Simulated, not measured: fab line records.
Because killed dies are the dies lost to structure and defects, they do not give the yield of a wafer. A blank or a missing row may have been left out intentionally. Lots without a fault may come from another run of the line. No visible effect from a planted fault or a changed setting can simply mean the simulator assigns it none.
Matching of chambers | flow n5-finfet | N5_MOL_CONTACT_COAG_ALD_133 on ald-sin-01 has 4 sister chambers
The step deposits SiO2, target thk 5 nm, pulse time 1 s, co reactant pulse time 1 s. 7 wafers are shown with their chamber, then 7 later ones without.

## WAFERS, EACH WITH ITS CHAMBER
wafer  | chamber | heater-power-w (W) | chamber-pressure-Torr (Torr)
L075.4 | 3       | 80                 | 2.003
L083.6 | 0       | 80                 | 1.995
L088.1 | 0       | 83                 | 2.004
L088.2 | 2       | 89                 | 1.997
L088.3 | 1       | 72                 | 2.006
L089.1 | 1       | 72                 | 2.006
L089.4 | 2       | 86                 | 1.999

## WAFERS MISSING THEIR CHAMBER
wafer  | heater-power-w (W) | chamber-pressure-Torr (Torr)
L089.6 | 72                 | 1.997
L092.1 | 88                 | 2.007
L092.3 | 82                 | 2.003
L092.6 | 81                 | 2.000
L094.1 | 80                 | 1.998
L094.2 | 88                 | 2.007
L094.3 | 73                 | 1.994

## WHICH CHAMBER EACH ONE RAN IN
wafer  | from the rows above          | in truth
L089.6 | 1                            | 1
L092.1 | can't be placed: 2 or 0      | 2
L092.3 | can't be placed: 0 or 3      | 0
L092.6 | can't be placed: 0 or 3      | 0
L094.1 | can't be placed: 0 or 3      | 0
L094.2 | can't be placed: 2 or 0      | 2
L094.3 | can't be placed: 1 or 3 or 0 | 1
1 of 7 placed correctly. Not placeable from these rows: 6 (in 6, the candidates include the true chamber). 0 placed wrongly.
How it was worked out, from the rows above alone: a wafer's distance from a chamber is the root of the sum, over the readings, of the square of ((its reading less the chamber's mean) divided by the reading's scatter). The wafer belongs to the nearest chamber; if the next one is less than 2 further off, it can't be placed. A chamber's mean is the mean of its shown wafers. The scatter is the square root of a quotient: the sum, over the shown wafers, of each reading's squared deviation from its chamber's mean, divided by wafers minus chambers.
